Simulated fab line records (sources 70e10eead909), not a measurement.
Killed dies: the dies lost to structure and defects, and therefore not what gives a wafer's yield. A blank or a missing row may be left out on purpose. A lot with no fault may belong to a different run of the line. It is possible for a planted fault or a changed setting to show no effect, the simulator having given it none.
fab line records | flow nand-harc
record lots=6 wafers=18 last-day=32
route steps=1302 shown A_ONON_D2@558 A_CHANNEL_HOLE_D2@570
lots that met no fault: taken from a fault-free run of the same line
start-h: hours from the record's opening day to when the first of the lot's shown wafers began | wait-h: hours from the lot's prior step to this one | " identical to the entry in the row above | L1.1+2: several wafers, shown together as one row | - either no value or no given start | * or withheld: withheld | < > ~ a bound
route shown NAME@n: names a module that has steps shown in the file, with the first one's number in the route | usual: mean/standard deviation of fault-free wafers | same: alike in all rows | chamber/n: place in a boat | sites: each site's reading | _std_site: standard deviation of those values | _edge_site: the outer-site mean with the inner-site mean subtracted | radius-mm: how far each site lies from the wafer's centre | mask NAME#n: copy n | behind: tool/chamber where the wafer was last shaped | hold: why the lot was held/for how many hours/how that ended | device: which transistor (n, p or np) failed to switch | end of line: the same wafers' tests at the end of the route | step lacking rows: just its recipe | killed: dies lost to structure and defects at the first sort, not the wafer's yield | map: a wafer's dies, marking killed ones x, the rest . and places with no die _
set.NAME: setting as actually run; set.NAME@STEP: the setting as run at that earlier step | model.NAME: the simulator's own value behind a step, which no gauge read
lots at selected steps of the route; one table per step, one row per wafer
services: when a tool's chamber went out of use (start-h, in hours from the record's first day, below 0 if earlier), for how many hours, and the reason
## steps
# step NHARC_A_ONON_D2_DEP_19
# recipe target-thk-a=10000 n2-flow-sccm=2750 n2o-flow-sccm=2000 nh3-flow-sccm=500 sih4-flow-sccm=210 temp-c=400
# step NHARC_A_ONON_D2_THK_MEAS_21
# recipe thk-meas-gauge=ellipsometry
# usual thk-nm=1001/11
# columns lot.wafer tool chamber start-h wait-h thk-nm
L704.1 film-metro-01 - 291.30 - 995
L704.2 " - " " 995
L704.6 " - " " 995
L707.1 film-metro-01 - 325.06 - 1017
L707.2 " - " " 1018
L707.5 " - " " 1018
L706.1 film-metro-02 - 325.07 - 1005
L706.5 " - " " 1008
L706.6 " - " " 1004
L708.1 film-metro-02 - 329.72 - 984
L708.2 " - " " 984
L708.6 " - " " 982
L720.2 film-metro-02 - 457.25 - 991
L720.4 " - " " 989
L720.5 " - " " 992
L724.2 film-metro-02 - 495.55 - 1003
L724.4 " - " " 1003
L724.6 " - " " 1004
# step NHARC_A_ONON_D2_DEP_22
# recipe target-thk-a=10000 n2-flow-sccm=2750 n2o-flow-sccm=2000 nh3-flow-sccm=500 sih4-flow-sccm=210 temp-c=400
# step NHARC_A_ONON_D2_THK_MEAS_24
# recipe thk-meas-gauge=ellipsometry
# usual thk-nm=1003/11
# columns lot.wafer tool chamber start-h wait-h thk-nm
L704.1 film-metro-01 - 291.87 - 980
L704.2 " - " " 980
L704.6 " - " " 977
L707.1 film-metro-01 - 325.63 - 1011
L707.2 " - " " 1011
L707.5 " - " " 1012
L706.1 film-metro-02 - 325.63 - 1031
L706.5 " - " " 1028
L706.6 " - " " 1030
L708.1 film-metro-01 - 330.29 - 1015
L708.2 " - " " 1014
L708.6 " - " " 1013
L720.2 film-metro-02 - 457.82 - 1002
L720.4 " - " " 1003
L720.5 " - " " 1003
L724.2 film-metro-01 - 496.12 - 1003
L724.4 " - " " 1003
L724.6 " - " " 1006
# step NHARC_A_ONON_D2_DEP_25
# recipe target-thk-a=10000 n2-flow-sccm=2750 n2o-flow-sccm=2000 nh3-flow-sccm=500 sih4-flow-sccm=210 temp-c=400
# step NHARC_A_ONON_D2_THK_MEAS_27
# recipe thk-meas-gauge=ellipsometry
# usual thk-nm=998/8.5
# columns lot.wafer tool chamber start-h wait-h thk-nm
L704.1 film-metro-02 - 292.44 - 993
L704.2 " - " " 991
L704.6 " - " " 994
L707.1 film-metro-02 - 326.19 - 1019
L707.2 " - " " 1018
L707.5 " - " " 1018
L706.1 film-metro-01 - 326.22 - 991
L706.5 " - " " 992
L706.6 " - " " 990
L708.1 film-metro-02 - 330.86 - 991
L708.2 " - " " 988
L708.6 " - " " 988
L720.2 film-metro-02 - 458.39 - 995
L720.4 " - " " 994
L720.5 " - " " 993
L724.2 film-metro-02 - 496.69 - 1010
L724.4 " - " " 1007
L724.6 " - " " 1007
# step NHARC_A_ONON_D2_DEP_28
# recipe target-thk-a=10000 n2-flow-sccm=2750 n2o-flow-sccm=2000 nh3-flow-sccm=500 sih4-flow-sccm=210 temp-c=400
# step NHARC_A_ONON_D2_THK_MEAS_30
# recipe thk-meas-gauge=ellipsometry
# usual thk-nm=998/11
# columns lot.wafer tool chamber start-h wait-h thk-nm
L704.1 film-metro-02 - 293.00 - 992
L704.2 " - " " 991
L704.6 " - " " 992
L707.1 film-metro-02 - 326.78 - 997
L707.2 " - " " 994
L707.5 " - " " 995
L706.1 film-metro-01 - 326.81 - 983
L706.5 " - " " 984
L706.6 " - " " 983
L708.1 film-metro-02 - 331.42 - 993
L708.2 " - " " 993
L708.6 " - " " 995
L720.2 film-metro-01 - 458.96 - 1009
L720.4 " - " " 1009
L720.5 " - " " 1009
L724.2 film-metro-01 - 497.25 - 996
L724.4 " - " " 997
L724.6 " - " " 996
# step NHARC_A_ONON_D2_DEP_33
# recipe target-thk-a=2000 temp-c=400 pressure-torr=6.5 rf-w=900 teos-flow-sccm=161.4 flow-sccm=2650 target-thk-nm=200 gas=O2 material=SiO2
# usual heater-power-w=532/93 throttle-valve-pct=16.0/0.58
# columns lot.wafer tool chamber start-h wait-h heater-power-w throttle-valve-pct
L704.1 pecvd-01 2 293.06 0.1 799 16.3
L704.2 " 1 " " 629 15.8
L704.6 " 1 " " 616 15.9
L707.2 pecvd-01 0 326.84 0.1 576 15.7
L707.1 " 1 " " 662 16.3
L707.5 " 1 " " 683 16.4
L706.1 pecvd-03 1 326.86 0.1 399 15.4
L706.6 " 2 " " 384 16.2
L706.5 " 0 " " 533 16.8
L708.2 pecvd-03 1 331.48 0.1 418 15.3
L708.1 " 2 " " 506 15.9
L708.6 " 2 " " 387 16.2
L720.2 pecvd-02 0 459.10 0.1 638 16.1
L720.4 " 1 " " 506 16.6
L720.5 " 0 " " 634 16.3
L724.2 pecvd-03 1 497.31 0.1 399 15.0
L724.6 " 1 " " 416 15.4
L724.4 " 0 " " 521 16.6
# step NHARC_A_ONON_D2_THK_MEAS_34
# recipe thk-meas-gauge=ellipsometry
# usual thk-nm=200.3/2.9
# columns lot.wafer tool chamber start-h wait-h thk-nm
L704.1 film-metro-01 - 293.47 - 201.0
L704.2 " - " " 200.9
L704.6 " - " " 203.3
L707.1 film-metro-01 - 327.25 - 202.2
L707.2 " - " " 201.5
L707.5 " - " " 204.9
L706.1 film-metro-02 - 327.30 - 200.8
L706.5 " - " " 205.2
L706.6 " - " " 201.0
L708.1 film-metro-02 - 331.89 - 201.9
L708.2 " - " " 202.6
L708.6 " - " " 207.2
L720.2 film-metro-02 - 459.43 - 197.8
L720.4 " - " " 201.7
L720.5 " - " " 198.9
L724.2 film-metro-02 - 497.72 - 201.5
L724.4 " - " " 203.3
L724.6 " - " " 202.5
# step NHARC_A_ONON_D2_INSPECT_32
# usual raw-defect-count=420/140
# columns lot.wafer tool chamber start-h wait-h raw-defect-count
L704.1 defect-inspect-01 - 293.56 0.0 512
L704.2 " - " " 418
L704.6 " - " " 307
L707.1 defect-inspect-01 - 327.31 0.0 442
L707.2 " - " " 521
L707.5 " - " " 340
L706.1 defect-inspect-01 - 327.38 0.0 216
L706.5 " - " " 452
L706.6 " - " " 270
L708.1 defect-inspect-01 - 331.95 0.0 301
L708.2 " - " " 358
L708.6 " - " " 313
L720.2 defect-inspect-01 - 459.51 0.0 388
L720.4 " - " " 374
L720.5 " - " " 486
L724.2 defect-inspect-01 - 497.81 0.0 413
L724.4 " - " " 428
L724.6 " - " " 340
# step NHARC_A_CHANNEL_HOLE_D2_DEP_00
# recipe target-thk-a=31000 temp-c=400 material=aC
# usual throttle-valve-pct=34.999/0.0086
# columns lot.wafer tool chamber start-h wait-h throttle-valve-pct
L704.1 acl-dep-01 0 293.74 0.2 34.985
L704.2 " 0 " " 34.988
L704.6 " 0 295.31 1.8 35.002
L707.1 acl-dep-02 0 327.38 0.1 35.008
L707.2 " 0 " " 35.006
L707.5 " 0 " " 35.002
L707.1 acl-dep-02 0 329.48 1.8 34.995
L707.2 " 0 " " 34.997
L707.5 " 0 " " 34.997
L706.1 acl-dep-03 0 327.87 0.5 35.007
L706.5 " 0 329.12 1.7 35.014
L706.6 " 0 " " 34.998
L708.1 acl-dep-02 0 332.91 1.0 34.997
L708.2 " 0 " " 35.007
L708.6 " 0 334.50 2.5 34.988
L708.1 acl-dep-02 0 335.05 1.8 34.994
L708.2 " 0 " " 34.998
L708.6 " 0 336.64 1.8 34.985
L720.2 acl-dep-03 0 459.98 0.5 34.991
L720.4 " 0 " " 35.012
L720.5 " 0 " " 34.999
L724.2 acl-dep-03 0 503.90 6.1 35.010
L724.4 " 0 " " 34.995
L724.6 " 0 " " 35.025
# step NHARC_A_CHANNEL_HOLE_D2_DEP_01
# recipe target-thk-a=1400 target-thk-nm=140 temp-c=400 pressure-torr=3.5 flow-sccm=200 rf-w=350 material=SiON
# usual heater-power-w=730/75
# columns lot.wafer tool chamber start-h wait-h heater-power-w
L704.1 pecvd-04 0 295.68 1.6 705
L704.2 " 1 " " 814
L704.6 " 2 " " 801
L706.1 pecvd-04 2 329.79 1.6 756
L706.6 " 1 " " 690
L706.5 " 2 " " 770
L707.2 pecvd-04 1 331.38 1.3 695
L707.1 " 0 " " 782
L707.5 " 2 " " 745
L708.1 pecvd-02 1 336.99 1.6 665
L708.2 " 0 " " 706
L708.6 " 2 " " 847
L720.2 pecvd-02 2 461.65 1.4 844
L720.4 " 1 " " 645
L720.5 " 2 " " 854
L724.2 pecvd-02 2 505.56 1.3 846
L724.4 " 0 " " 795
L724.6 " 2 " " 871
## services
# columns tool chamber start-h hours kind
pecvd-04 - 269.30 13.0 pm
pecvd-04 0 269.30 13.0 vent-cycle
pecvd-04 1 269.30 13.0 vent-cycle
pecvd-04 2 269.30 13.0 vent-cycle
pecvd-04 0 282.30 - clean
pecvd-02 - 288.75 0.5 repair
acl-dep-03 - 303.50 13.0 pm
pecvd-01 - 311.00 13.0 pm
acl-dep-03 - 358.15 0.3 repair
acl-dep-01 - 366.64 13.0 pm
pecvd-03 - 384.71 13.0 pm
pecvd-02 - 408.38 13.0 pm
pecvd-02 0 408.38 13.0 vent-cycle
pecvd-02 1 408.38 13.0 vent-cycle
pecvd-02 2 408.38 13.0 vent-cycle
pecvd-02 0 421.38 - clean
pecvd-02 1 421.38 - clean
pecvd-02 2 421.38 - clean
pecvd-04 - 428.11 1.1 repair
acl-dep-02 - 429.68 13.0 pm
pecvd-04 - 450.51 13.0 pm
pecvd-03 2 471.98 10.7 repair
acl-dep-03 - 484.89 13.0 pm
pecvd-01 - 492.00 13.0 pm
## key
first-sign step=NHARC_A_CHANNEL_HOLE_D2_DEP_00 reading=visit direction=added
effect none on later readings
met-at NHARC_A_CHANNEL_HOLE_D2_DEP_00
struck-wafers L707.1,L707.2,L707.5,L708.1,L708.2,L708.6
later-rows-left-out L707.1,L707.2,L707.5,L708.1,L708.2,L708.6
sort-left-out L707.1,L707.2,L707.5,L708.1,L708.2,L708.6
tester-left-out L707,L708
fault kind=repeated-step-whole tool=acl-dep-01,acl-dep-02,acl-dep-03 chamber=- onset-h=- steps=NHARC_A_CHANNEL_HOLE_D2_DEP_00 times=1 scope=struck-lots-only
# tester-left-out: of these lots the tester's yield and bins aren't shown, on N5 and GAA mostly nor the transistor test; their killed dies are dies lost to structure and defects alone, not to doping, threshold or leakage, so they don't give the yield
# sort-left-out: the simulated sort isn't trusted on such a fault, so these wafers' sort isn't shown, and their yield isn't known
# later-rows-left-out: the simulator's readings of these wafers behind a module that went badly wrong aren't trusted and aren't shown, but for the sort
